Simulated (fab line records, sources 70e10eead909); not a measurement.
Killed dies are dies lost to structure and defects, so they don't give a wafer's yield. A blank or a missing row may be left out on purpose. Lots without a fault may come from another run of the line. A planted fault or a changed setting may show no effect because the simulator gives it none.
fab line records | flow nand_harc
record lots=7 wafers=21 last_day=24
route steps=1159 shown A_CONTACT@868 END@1159
lots that met no fault: from a run of the same line without faults
start_h: hours from the record's first day to the start of the lot's first wafer shown | wait_h: hours since the lot's step before | " the same as in the row above | L1.1+2: a row that stands for several wafers | - no value, or no start given | * or withheld: withheld | < > ~ a bound
route shown NAME@n: a module of which the file shows steps, and the number in the route of the first | usual: mean/standard deviation of fault-free wafers | same: alike in all rows | chamber/n: place in a boat | sites: the reading at each site | _std_site: their standard deviation | _edge_site: outer sites' mean less inner sites' | radius_mm: how far each site lies from the wafer's centre | mask NAME#n: copy n | behind: the tool/chamber that last shaped the wafer | hold: why the lot was held/for how many hours/how that ended | device: the transistor (n, p or np) that didn't switch | end of line: the same wafers' tests at the end of the route | a step without rows: its recipe alone | killed: dies lost to structure and defects at the first sort, not the wafer's yield | map: a wafer's dies, x killed, . not, _ none there
set.NAME: the setting as run; set.NAME@STEP: as run at that earlier step | model.NAME: the simulator's own value behind a step, which no gauge read
lots at some steps of the route; a table a step, a row a wafer
services: from which hour (start_h, from the record's first day; less than 0 if before it) a tool's chamber was out of use, for how many hours, and why
## steps
# step NHARC_A_CONTACT_ETCH_117
# recipe source_w=withheld pressure_mtorr=20 bias_v=3000 time_s=94 target_depth_a=9220 ar_flow_sccm=withheld c4f8_flow_sccm=withheld o2_flow_sccm=withheld chemistry=C4F8/O2/Ar
# columns lot.wafer tool chamber start_h wait_h rf_hours_counter_h
L363.2 har_cap_etch-03 1 385.63 0.1 81
L363.1 " 0 " " 81
L363.3 " 1 " " -
L369.3 har_cap_etch-03 0 424.89 0.1 -
L369.6 " 1 " " -
L369.5 " 0 " " -
L370.1 har_cap_etch-02 0 427.55 0.1 18
L370.2 " 1 " " 18
L370.3 " 0 " " -
L371.2 har_cap_etch-01 0 429.86 0.1 65
L371.3 " 1 " " -
L371.6 " 0 " " -
L372.2 har_cap_etch-02 1 438.84 0.1 20
L372.4 " 0 " " -
L372.6 " 0 " " -
L374.2 har_cap_etch-03 0 441.18 0.1 92
L374.4 " 1 " " -
L374.6 " 1 " " -
L383.1 har_cap_etch-02 1 514.23 0.1 34
L383.2 " 0 " " 34
L383.5 " 1 " " -
# step NHARC_A_CONTACT_ETCH_118
# recipe source_w=withheld pressure_mtorr=20 bias_v=3000 time_s=94 target_depth_a=9220 ar_flow_sccm=withheld c4f8_flow_sccm=withheld o2_flow_sccm=withheld chemistry=C4F8/O2/Ar
# step NHARC_A_CONTACT_ETCH_119
# recipe source_w=withheld pressure_mtorr=20 bias_v=3000 time_s=94 target_depth_a=9220 ar_flow_sccm=withheld c4f8_flow_sccm=withheld o2_flow_sccm=withheld chemistry=C4F8/O2/Ar
# step NHARC_A_CONTACT_ETCH_120
# recipe source_w=withheld pressure_mtorr=20 bias_v=3000 time_s=94 target_depth_a=9220 ar_flow_sccm=withheld c4f8_flow_sccm=withheld o2_flow_sccm=withheld chemistry=C4F8/O2/Ar
# step NHARC_A_CONTACT_ETCH_121
# recipe source_w=withheld pressure_mtorr=20 bias_v=3000 time_s=94 target_depth_a=9220 ar_flow_sccm=withheld c4f8_flow_sccm=withheld o2_flow_sccm=withheld chemistry=C4F8/O2/Ar
# step NHARC_A_CONTACT_ETCH_122
# recipe source_w=withheld pressure_mtorr=20 bias_v=3000 time_s=95 target_depth_a=9300 ar_flow_sccm=withheld c4f8_flow_sccm=withheld o2_flow_sccm=withheld chemistry=C4F8/O2/Ar
# step NHARC_A_CONTACT_ETCH_123
# recipe source_w=withheld pressure_mtorr=20 bias_v=400 time_s=253 target_depth_a=10900 ar_flow_sccm=withheld c4f8_flow_sccm=11.5 o2_flow_sccm=7.2 chemistry=C4F8/O2/Ar
# step NHARC_A_CONTACT_ETCH_90
# recipe target_depth_a=400 over_etch_frac=0.5 time_s=85.7 ion_energy_ev=120 ch3f_flow_sccm=50 o2_flow_sccm=30 ar_flow_sccm=200 rf_w=500 bias_w=100 chemistry=CH3F/O2
# usual ch3f_flow_sccm=49.98/0.15 drypump_motor_current_A=5.7/0.48 mfc_ar_sccm=200.0/0.62 oes_product_au=0.96/0.036 rf_fwd_power_W=495.9/2.2 rf_vpp_V=244.3/1.4 showerhead_plenum_p_Torr=2.45/0.088 throttle_valve_pct=20.662/0.0085
# columns lot.wafer tool chamber start_h wait_h ch3f_flow_sccm drypump_motor_current_A mfc_ar_sccm oes_product_au rf_fwd_power_W rf_hours_counter_h rf_vpp_V showerhead_plenum_p_Torr throttle_valve_pct
L363.3 rie_diel-04 3 386.78 0.4 50.07 6.5 199.3 1.01 492.3 18 243.8 2.56 20.653
L363.2 " 1 " " 49.88 5.7 200.5 0.99 496.3 16 244.6 2.52 20.650
L363.1 " 2 " " 49.96 5.7 200.1 1.01 494.9 16 243.0 2.38 20.642
L369.3 rie_diel-07 3 425.99 0.4 49.86 6.2 198.8 1.01 492.5 2 245.6 2.56 20.661
L369.6 " 2 " " 50.26 5.9 199.6 1.02 498.0 - 243.3 2.44 20.662
L369.5 " 3 " " 50.05 6.2 199.5 1.00 494.9 - 246.2 2.56 20.661
L370.2 rie_diel-02 1 428.70 0.5 49.67 6.2 200.0 0.93 496.0 37 243.0 2.42 20.662
L370.1 " 3 " " 49.72 5.3 200.3 0.91 498.7 32 243.6 2.40 20.659
L370.3 " 0 " " 49.94 6.0 199.9 0.91 492.8 35 241.6 2.34 20.656
L371.2 rie_diel-04 2 431.00 0.5 49.97 5.7 200.5 0.92 495.0 25 243.4 2.37 20.659
L371.3 " 3 " " 50.25 6.5 200.2 0.93 495.9 22 245.6 2.55 20.670
L371.6 " 1 " " 49.92 5.7 199.9 0.91 499.8 - 244.8 2.51 20.651
L372.4 rie_diel-04 2 439.99 0.5 50.07 5.8 201.7 0.92 497.0 27 243.0 2.37 20.670
L372.2 " 0 " " 50.15 4.8 199.1 0.93 495.0 31 243.4 2.31 20.652
L372.6 " 1 " " 49.83 5.7 200.2 0.91 496.1 - 245.2 2.51 20.664
L374.2 rie_diel-02 0 442.39 0.6 50.16 6.0 200.6 0.98 496.7 39 242.4 2.34 20.678
L374.4 " 1 " " 49.82 6.2 199.8 1.00 498.6 41 244.1 2.42 20.676
L374.6 " 0 " " 49.95 6.0 200.4 1.00 494.7 - 243.6 2.34 20.659
L383.2 rie_diel-02 0 515.37 0.5 50.15 6.0 199.7 0.99 494.9 0 243.3 2.33 20.659
L383.1 " 3 " " 50.09 5.3 199.1 1.00 495.6 0 243.9 2.39 20.658
L383.5 " 1 " " 49.97 6.2 200.8 1.00 499.5 - 244.1 2.41 20.673
# step NHARC_A_CONTACT_ETCH_96
# recipe target_depth_a=200 over_etch_frac=0.5 time_s=10 ion_energy_ev=250 c4f6_flow_sccm=25 o2_flow_sccm=20 ar_flow_sccm=500 rf_w=600 bias_w=500 chemistry=C4F6/O2
# usual drypump_motor_current_A=5.7/0.48 mfc_ar_sccm=500.1/1.3 oes_product_au=0.971/0.025 rf_fwd_power_W=586.7/2.9 rf_vpp_V=546.6/2.8 showerhead_plenum_p_Torr=3.91/0.13 throttle_valve_pct=26.902/0.0085
# columns lot.wafer tool chamber start_h wait_h drypump_motor_current_A mfc_ar_sccm oes_product_au rf_fwd_power_W rf_hours_counter_h rf_vpp_V showerhead_plenum_p_Torr throttle_valve_pct
L363.3 rie_diel-04 0 - - 4.8 499.6 1.014 587.5 19 543.0 3.71 26.907
L363.2 " 1 " " 5.7 497.7 0.992 584.1 16 548.6 4.01 26.913
L363.1 " 2 " " 5.8 499.5 0.990 585.2 16 545.0 3.80 26.899
L369.3 rie_diel-07 2 - - 6.0 498.2 1.006 592.0 3 546.4 3.90 26.909
L369.6 " 0 " " 5.5 502.1 1.017 589.9 - 548.7 4.03 26.907
L369.5 " 1 " " 5.7 499.9 1.010 584.2 - 548.4 3.98 26.910
L370.2 rie_diel-02 0 428.86 0.1 6.0 499.2 0.934 584.2 35 542.4 3.75 26.912
L370.3 " 1 " " 6.2 501.2 0.953 588.4 37 546.3 3.86 26.893
L370.1 " 3 " " 5.3 497.6 0.932 590.8 33 546.0 3.84 26.902
L371.3 rie_diel-04 0 - - 4.8 500.9 0.950 585.3 28 541.5 3.70 26.887
L371.2 " 2 " " 5.8 499.1 0.949 586.0 25 544.4 3.80 26.895
L371.6 " 0 " " 4.8 502.0 0.939 584.9 - 542.3 3.70 26.897
L372.4 rie_diel-04 0 - - 4.9 500.9 0.948 583.6 31 542.2 3.70 26.898
L372.2 " 1 " " 5.7 499.3 0.933 589.4 27 550.0 4.01 26.914
L372.6 " 3 " " 6.6 502.1 0.943 584.1 - 549.0 4.06 26.906
L374.2 rie_diel-02 1 - - 6.2 499.6 0.997 586.6 41 545.8 3.86 26.908
L374.4 " 2 " " 5.8 501.4 0.987 593.2 39 547.5 3.93 26.896
L374.6 " 0 " " 6.0 501.5 0.987 584.4 - 543.5 3.74 26.902
L383.1 rie_diel-02 3 - - 5.3 497.4 0.999 584.6 0 545.3 3.82 26.904
L383.2 " 1 " " 6.2 500.9 1.000 590.0 0 544.7 3.85 26.914
L383.5 " 3 " " 5.3 500.8 1.007 586.4 - 543.4 3.82 26.902
# step NHARC_A_CONTACT_CD_MEAS_53
# usual cd_nm=189.8/0.84
# columns lot.wafer tool chamber start_h wait_h cd_nm
L363.1 cd_sem-01 - 387.00 - 190.9
L363.2 " - " " 190.8
L363.3 " - " " 189.8
L369.3 cd_sem-01 - 426.20 - 188.3
L369.5 " - " " 188.2
L369.6 " - " " 188.5
L370.1 cd_sem-03 - 428.95 - 190.6
L370.2 " - " " 189.9
L370.3 " - " " 190.1
L371.2 cd_sem-03 - 431.21 - 190.1
L371.3 " - " " 190.2
L371.6 " - " " 190.4
L372.2 cd_sem-02 - 440.19 - 189.5
L372.4 " - " " 189.6
L372.6 " - " " 190.5
L374.2 cd_sem-02 - 442.60 - 190.0
L374.4 " - " " 188.9
L374.6 " - " " 190.5
L383.1 cd_sem-01 - 515.59 - 189.9
L383.2 " - " " 189.9
L383.5 " - " " 189.8
# step NHARC_A_CONTACT_STRIP_99
# recipe n2_flow_sccm=150 h2_flow_sccm=150 ar_flow_sccm=0 bias_w=0 chemistry=N2/H2
# step NHARC_A_CONTACT_STRIP_100
# recipe cf4_flow_sccm=100 chf3_flow_sccm=30 ar_flow_sccm=0 bias_w=0 chemistry=CF4/CHF3
# step NHARC_A_CONTACT_STRIP_101
# recipe o2_flow_sccm=400 cos_flow_sccm=20 ar_flow_sccm=0 bias_w=0 chemistry=O2/COS
# columns lot.wafer tool chamber start_h wait_h
L363.3+1+2 rie_diel-04 3,0,1 387.24 0.1
L369.3+5+6 rie_diel-02 2,2,3 426.49 0.1
L370.1+3+2 rie_diel-04 0,1,3 429.18 0.1
L371.2+3+6 rie_diel-04 0,2,1 431.44 0.1
L372.2+4+6 rie_diel-04 3,1,0 440.42 0.1
L374.4+2+6 rie_diel-04 1,2,3 442.85 0.1
L383.1+2+5 rie_diel-04 0,1,0 515.83 0.1
# step NHARC_A_CONTACT_ETCH_102
# recipe target_depth_a=700 overetch_a=70 time_s=38.5 ion_energy_ev=100 cf4_flow_sccm=80 o2_flow_sccm=20 ar_flow_sccm=0 rf_w=300 bias_w=100 chemistry=CF4/O2
# step NHARC_A_CONTACT_STRIP_55
# recipe o2_flow_sccm=500 ar_flow_sccm=0 bias_w=0 chemistry=O2
# step NHARC_A_CONTACT_STRIP_56
# recipe time_s=600 temp_c=30 chemistry=post_etch_residue_remover
# step NHARC_A_CONTACT_DEP_57
# recipe target_thk_a=28000 temp_c=400 material=aC
# step NHARC_A_CONTACT_DEP_58
# recipe target_thk_a=600 target_thk_nm=60 temp_c=400 pressure_torr=3.5 flow_sccm=200 rf_w=350 material=SiON
# usual heater_power_w=756/91 rf_fwd_power_W=348.3/1.1
# columns lot.wafer tool chamber start_h wait_h heater_power_w rf_fwd_power_W
L363.3 pecvd-01 0 389.91 0.9 715 350.3
L363.2 " 1 " " 845 349.1
L363.1 " 2 " " 708 347.0
L369.3 pecvd-01 2 433.81 0.9 761 347.8
L369.5 " 2 " " 781 346.1
L369.6 " 0 " " 637 349.0
L370.2 pecvd-02 0 433.98 1.2 934 348.2
L370.1 " 1 " " 640 349.1
L370.3 " 2 " " 740 346.5
L371.2 pecvd-02 1 437.33 1.2 586 349.2
L371.3 " 2 " " 724 348.7
L371.6 " 1 " " 588 349.0
L372.2 pecvd-02 2 444.20 1.2 821 347.6
L372.4 " 2 " " 810 346.0
L372.6 " 0 " " 867 348.9
L374.2 pecvd-01 2 447.15 1.2 773 348.3
L374.6 " 0 " " 657 349.9
L374.4 " 1 " " 801 349.2
L383.1 pecvd-04 2 518.55 1.7 767 349.0
L383.2 " 0 " " 742 348.1
L383.5 " 0 " " 745 348.4
# step NHARC_A_CONTACT_DEHYDRATE_59
# recipe temp_c=150 time_s=120
# step NHARC_A_CONTACT_HMDS_60
# recipe time_s=30
# step NHARC_A_CONTACT_COAT_61
# recipe temp_c=260 time_s=75
# step NHARC_A_CONTACT_COAT_62
# recipe temp_c=225 time_s=65
# step NHARC_A_CONTACT_COAT_63
# recipe spin_rpm=1500 resist_thk_nm=90
# step NHARC_A_CONTACT_SOFTBAKE_64
# recipe temp_c=105 time_s=55
# step NHARC_A_CONTACT_EBR_65
# step NHARC_A_CONTACT_EXPOSE_66
# recipe na=1.35 sigma_outer=0.8 dose_mj=59.02 mask_id=A_CC_2
# step NHARC_A_CONTACT_PEB_67
# recipe peb_temp_c=100 peb_time_s=65
# step NHARC_A_CONTACT_DEVELOP_68
# recipe develop_time_s=35 dev_temp_c=23
# step NHARC_A_CONTACT_CD_MEAS_69
# recipe target_cd_nm=200 landing_energy_ev=500
# usual cd_nm=200.1/0.73
# columns lot.wafer tool chamber start_h wait_h cd_nm
L363.1 cd_sem-01 0 390.64 - 198.1
L363.2 " 0 " " 200.3
L363.3 " 0 " " 200.0
L369.3 cd_sem-03 0 434.51 - 198.7
L369.5 " 0 " " 199.1
L369.6 " 0 " " 200.8
L370.1 cd_sem-02 0 434.70 - 199.8
L370.2 " 0 " " 199.9
L370.3 " 0 " " 199.5
L371.2 cd_sem-01 0 438.05 - 201.1
L371.3 " 0 " " 200.1
L371.6 " 0 " " 200.3
L372.2 cd_sem-03 0 444.83 - 200.3
L372.4 " 0 " " 200.1
L372.6 " 0 " " 200.8
L374.2 cd_sem-01 0 447.75 - 200.1
L374.4 " 0 " " 200.7
L374.6 " 0 " " 200.1
L383.1 cd_sem-03 0 519.25 - 200.7
L383.2 " 0 " " 200.8
L383.5 " 0 " " 201.1
# step NHARC_A_CONTACT_OVL_MEAS_70
# usual overlay_x_nm=-0.1/0.78 overlay_y_nm=0.1/0.81
# columns lot.wafer tool chamber start_h wait_h overlay_x_nm overlay_y_nm
L363.1 overlay-02 - 390.73 - -0.9 -0.7
L363.2 " - " " -1.1 -1.0
L363.3 " - " " -0.8 0.0
L369.3 overlay-02 - 434.60 - 0.1 0.9
L369.5 " - " " 0.0 0.5
L369.6 " - " " 0.3 1.3
L370.1 overlay-01 - 434.78 - -0.7 -0.3
L370.2 " - " " -0.8 0.1
L370.3 " - " " -0.8 -0.6
L371.2 overlay-01 - 438.14 - 0.9 0.2
L371.3 " - " " 0.5 0.2
L371.6 " - " " 0.7 0.3
L372.2 overlay-02 - 444.91 - -1.4 -0.4
L372.4 " - " " -1.4 -0.5
L372.6 " - " " -1.0 -0.3
L374.2 overlay-01 - 447.84 - -0.9 0.6
L374.4 " - " " -1.0 1.2
L374.6 " - " " -0.6 0.9
L383.1 overlay-01 - 519.34 - -0.2 1.0
L383.2 " - " " 0.2 1.1
L383.5 " - " " -0.1 1.6
# step NHARC_A_CONTACT_DESCUM_74
# recipe time_s=3 o2_flow_sccm=200 ar_flow_sccm=0 bias_power_w=0 chemistry=O2
# step NHARC_A_CONTACT_ETCH_75
# recipe target_depth_a=390 over_etch_frac=0.3 time_s=65 ion_energy_ev=80 cf4_flow_sccm=150 ar_flow_sccm=0 rf_w=300 bias_w=100 chemistry=CF4
# step NHARC_A_CONTACT_ETCH_76
# recipe target_depth_a=2600 over_etch_frac=0.3 time_s=475.3 ion_energy_ev=200 n2_flow_sccm=150 h2_flow_sccm=150 ar_flow_sccm=0 rf_w=400 bias_w=150 chemistry=N2/H2
# step NHARC_A_CONTACT_ETCH_77
# recipe target_depth_a=726 time_s=36.3 cf4_flow_sccm=100 chf3_flow_sccm=30 ar_flow_sccm=0 rf_w=500 bias_w=200 chemistry=CF4/CHF3
# step NHARC_A_CONTACT_ETCH_78
# recipe target_depth_a=28000 over_etch_frac=0.3 time_s=728 ion_energy_ev=150 o2_flow_sccm=400 cos_flow_sccm=20 ar_flow_sccm=0 rf_w=500 bias_w=300 chemistry=O2/COS
# step NHARC_A_CONTACT_ETCH_124
# recipe source_w=withheld pressure_mtorr=20 bias_v=withheld time_s=140 target_depth_a=7000 ar_flow_sccm=withheld c4f8_flow_sccm=withheld o2_flow_sccm=withheld chemistry=C4F8/O2/Ar
# step NHARC_A_CONTACT_ETCH_125
# recipe source_w=withheld pressure_mtorr=20 bias_v=1200 time_s=155 target_depth_a=9560 ar_flow_sccm=withheld c4f8_flow_sccm=withheld o2_flow_sccm=withheld chemistry=C4F8/O2/Ar
# step NHARC_A_CONTACT_ETCH_126
# recipe source_w=withheld pressure_mtorr=20 bias_v=1200 time_s=155 target_depth_a=9560 ar_flow_sccm=withheld c4f8_flow_sccm=withheld o2_flow_sccm=withheld chemistry=C4F8/O2/Ar
# columns lot.wafer tool chamber start_h wait_h rf_hours_counter_h
L363.2 har_cap_etch-01 0 392.35 0.1 58
L363.1 " 1 " " 58
L363.3 " 1 " " -
L369.3 har_cap_etch-01 1 436.27 0.1 -
L369.6 " 0 " " -
L369.5 " 1 " " -
L370.2 har_cap_etch-03 0 436.43 0.1 90
L370.1 " 1 " " 90
L370.3 " 1 " " -
L371.2 har_cap_etch-01 1 439.70 0.1 67
L371.3 " 1 " " -
L371.6 " 1 " " -
L372.2 har_cap_etch-02 1 446.59 0.1 23
L372.4 " 1 " " -
L372.6 " 0 " " -
L374.2 har_cap_etch-03 1 449.43 0.1 93
L374.4 " 0 " " -
L374.6 " 0 " " -
L383.2 har_cap_etch-03 0 520.90 0.1 103
L383.1 " 1 " " 103
L383.5 " 1 " " -
# step NHARC_A_CONTACT_ETCH_127
# recipe source_w=withheld pressure_mtorr=20 bias_v=1200 time_s=155 target_depth_a=9560 ar_flow_sccm=withheld c4f8_flow_sccm=withheld o2_flow_sccm=withheld chemistry=C4F8/O2/Ar
# step NHARC_A_CONTACT_ETCH_128
# recipe source_w=withheld pressure_mtorr=20 bias_v=1200 time_s=155 target_depth_a=9560 ar_flow_sccm=withheld c4f8_flow_sccm=withheld o2_flow_sccm=withheld chemistry=C4F8/O2/Ar
# step NHARC_A_CONTACT_ETCH_129
# recipe source_w=withheld pressure_mtorr=20 bias_v=1200 time_s=155 target_depth_a=9560 ar_flow_sccm=withheld c4f8_flow_sccm=withheld o2_flow_sccm=withheld chemistry=C4F8/O2/Ar
# step NHARC_END_SORT_01
# recipe temp_c=25
# usual killed_at_array=28/11 killed_at_other=0.8/1.1 killed_at_periphery=3.3/2.8 killed_dies=32/11 killed_open=3.3/1.9 killed_short=1.9/1.4
# same gross_dies=677
# columns lot.wafer tool chamber start_h wait_h killed_at_array killed_at_other killed_at_periphery killed_dies killed_open killed_short
L374.2 prober-02 0 506.81 2.8 94 2 7 103 5 2
L374.4 prober-02 0 508.44 3.4 108 0 7 115 5 2
L374.6 prober-02 0 510.07 4.1 93 2 6 101 3 2
L371.2 prober-01 0 511.01 2.8 126 0 3 129 1 2
L371.3 prober-01 0 511.81 3.1 97 0 0 97 3 0
L371.6 prober-01 0 514.18 4.0 106 0 0 106 2 1
L372.2 prober-02 0 514.67 2.8 103 0 2 105 3 1
L372.4 prober-02 0 516.25 3.4 98 1 3 102 3 2
L372.6 prober-02 0 517.83 3.9 134 2 3 139 3 0
# killed by level:class
L374.2 A_CONTACT:unspecified=74 A_STAIRCASE:chamber_film_flake=7 A_CHANNEL_HOLE_D1:chamber_film_flake=5 A_M0:geometric_particle:open=3 P_M1:geometric_particle:open=2 P_M1:chamber_film_flake=2 P_M2:chamber_film_flake=2 THIN_TSV:chamber_film_flake=2
L374.4 A_CONTACT:unspecified=79 A_CHANNEL_HOLE_D1:chamber_film_flake=17 A_CONTACT:chamber_film_flake=4 P_M0:geometric_particle:open=2 P_ZERO_WELL:chamber_film_flake=2 A_STAIRCASE:chamber_film_flake=2 P_STI:geometric_particle:open=1 P_M0:geometric_particle:short=1
L374.6 A_CONTACT:unspecified=69 A_CHANNEL_HOLE_D1:chamber_film_flake=14 A_STAIRCASE:chamber_film_flake=5 A_CONTACT:chamber_film_flake=4 THIN_TSV:chamber_film_flake=2 P_STI:geometric_particle:short=1 P_GATE:geometric_particle:open=1 P_GATE:geometric_particle:short=1
L371.2 A_CONTACT:unspecified=101 A_SLIT:chamber_film_flake=9 A_CONTACT:chamber_film_flake=5 A_STAIRCASE:chamber_film_flake=3 A_WL_FILL:chamber_film_flake=3 A_CHANNEL_HOLE_D1:chamber_film_flake=2 P_GATE:geometric_particle:open=1 P_M0:geometric_particle:short=1
L371.3 A_CONTACT:unspecified=70 A_SLIT:chamber_film_flake=12 A_STAIRCASE:chamber_film_flake=4 A_SGD_CUT:chamber_film_flake=3 A_WL_FILL:chamber_film_flake=3 A_M0:geometric_particle:open=2 A_CHANNEL_FILL_D1:geometric_particle:open=1 A_CHANNEL_HOLE_D1:chamber_film_flake=1
L371.6 A_CONTACT:unspecified=75 A_SLIT:chamber_film_flake=12 A_CONTACT:chamber_film_flake=7 A_STAIRCASE:chamber_film_flake=3 A_ZERO_WELL:chamber_film_flake=2 A_CHANNEL_HOLE_D1:chamber_film_flake=2 A_WL_FILL:chamber_film_flake=2 A_ONON_D1:geometric_particle:open=1
L372.2 A_CONTACT:unspecified=71 A_SLIT:chamber_film_flake=13 A_STAIRCASE:chamber_film_flake=10 A_CONTACT:geometric_particle:open=2 A_BLC:chamber_film_flake=2 A_CHANNEL_FILL_D1:geometric_particle:open=1 A_WL_FILL:geometric_particle:short=1 P_STI:chamber_film_flake=1
L372.4 A_CONTACT:unspecified=76 A_SLIT:chamber_film_flake=9 A_CHANNEL_HOLE_D1:chamber_film_flake=4 A_BLC:chamber_film_flake=3 A_STAIRCASE:chamber_film_flake=2 P_M0:geometric_particle:short=1 P_BONDPAD:geometric_particle:open=1 A_SLIT:geometric_particle:open=1
L372.6 A_CONTACT:unspecified=106 A_SLIT:chamber_film_flake=13 A_CHANNEL_HOLE_D1:chamber_film_flake=6 A_STAIRCASE:chamber_film_flake=3 A_CONTACT:geometric_particle:open=2 P_M0:chamber_film_flake=2 A_CONTACT:chamber_film_flake=2 A_CHANNEL_FILL_D1:geometric_particle:open=1
# map L371.2 (x killed, . not)
____________.____________
_________......._________
_______..........._______
______.............______
_____..............._____
____.................____
____.................____
___...................___
___...................___
__.....................__
__...................x.__
_............x.........._
_......................._
_......................._
_......................._
_...............x.x....._
......x.......x.x.xxx....
..............x.xxxx.....
..............xxxxxxx....
..........x..xxxxxxxx..x.
............x.xxxxxxxx...
_...........xxxxxxxxx..._
_..x.......x.xxxxxxxxxxx_
_...x.......xxxxxxxxxxx._
_......x......xxxxxxxx.._
_.x..x.......xxxxxxxxx.._
__.x.x.........xxxxxx.x__
__x..x.x.......xxxxxxx.__
___x...x........xxx.x.___
___...........x.xxx...___
____.........x....x..____
____...............x.____
_____.........x....._____
______......x......______
_______..........._______
_________......._________
____________.____________
# map L372.6 (x killed, . not)
____________.____________
_________......._________
_______..........._______
______.............______
_____.x............._____
____.x...........x...____
____.................____
___x..................___
___..x................___
__...x.................__
__.....................__
_x..............x......._
_..x.........x.........._
_......................._
_..............x........_
_................x......_
...............xx.x......
..............xxxxxxx....
.x...........x.xxxxxx....
....x........xxxxxxxxx...
.............xxxxxxxxx...
_...........xxxxxxxxxx.._
_...........xxxxxxxxxx.._
_............xxxxxxxxx.._
_............xxxxxxxxxx._
_.......x.....xxxxxxxx.._
__..xx......x.xxxxxxx..__
__.xxx.......xxxxxxx...__
___.x.x........xxxxxx.___
___x..x.......xxx.x...___
____xxx........x.....____
____......x..........____
_____..............._____
______.........x...______
_______...x......._______
_________......._________
____________x____________
## services
# columns tool chamber start_h hours kind
rie_diel-04 0 371.99 - clean
rie_diel-04 1 371.99 - clean
rie_diel-04 2 371.99 - clean
rie_diel-04 3 371.99 - clean
pecvd-04 - 376.41 13.0 pm
rie_diel-04 0 396.49 - clean
rie_diel-04 1 396.49 - clean
rie_diel-04 2 396.49 - clean
rie_diel-04 3 396.49 - clean
rie_diel-04 3 404.91 21.6 repair
rie_diel-07 - 405.20 9.0 pm
pecvd-01 - 418.50 13.0 pm
rie_diel-04 0 420.99 - clean
rie_diel-04 1 420.99 - clean
rie_diel-04 2 420.99 - clean
rie_diel-04 0 445.50 - clean
rie_diel-04 1 445.50 - clean
rie_diel-04 0 448.06 6.4 repair
rie_diel-04 - 466.28 9.0 pm
pecvd-02 2 466.79 20.7 repair
rie_diel-04 2 483.06 4.3 repair
pecvd-02 0 487.25 6.2 repair
rie_diel-02 - 505.01 9.0 pm
pecvd-02 - 515.61 13.0 pm
## key
first_sign step=NHARC_END_SORT_01 reading=killed_at_array direction=up sigmas=7.2 usual=28 struck=107
effect step=NHARC_END_SORT_01 reading=killed_dies direction=up sigmas=6.9 usual=32 struck=111
more_kills_born_at NHARC_A_CONTACT_STRIP_101@rie_diel-04=721
met_at NHARC_A_CONTACT_STRIP_101
struck_wafers L371.2,L371.3,L371.6,L372.2,L372.4,L372.6,L374.2,L374.4,L374.6
tester_left_out L371,L372,L374
onset_between 429.18 431.44
fault kind=chamber_particle_source tool=rie_diel-04 chamber=- onset_h=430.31 steps=NHARC_A_CONTACT_STRIP_101 rate_per_visit_cm2=1.9339 end_h=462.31
# tester_left_out: of these lots the tester's yield and bins aren't shown, on N5 and GAA mostly nor the transistor test; their killed dies are dies lost to structure and defects alone, not to doping, threshold or leakage, so they don't give the yield
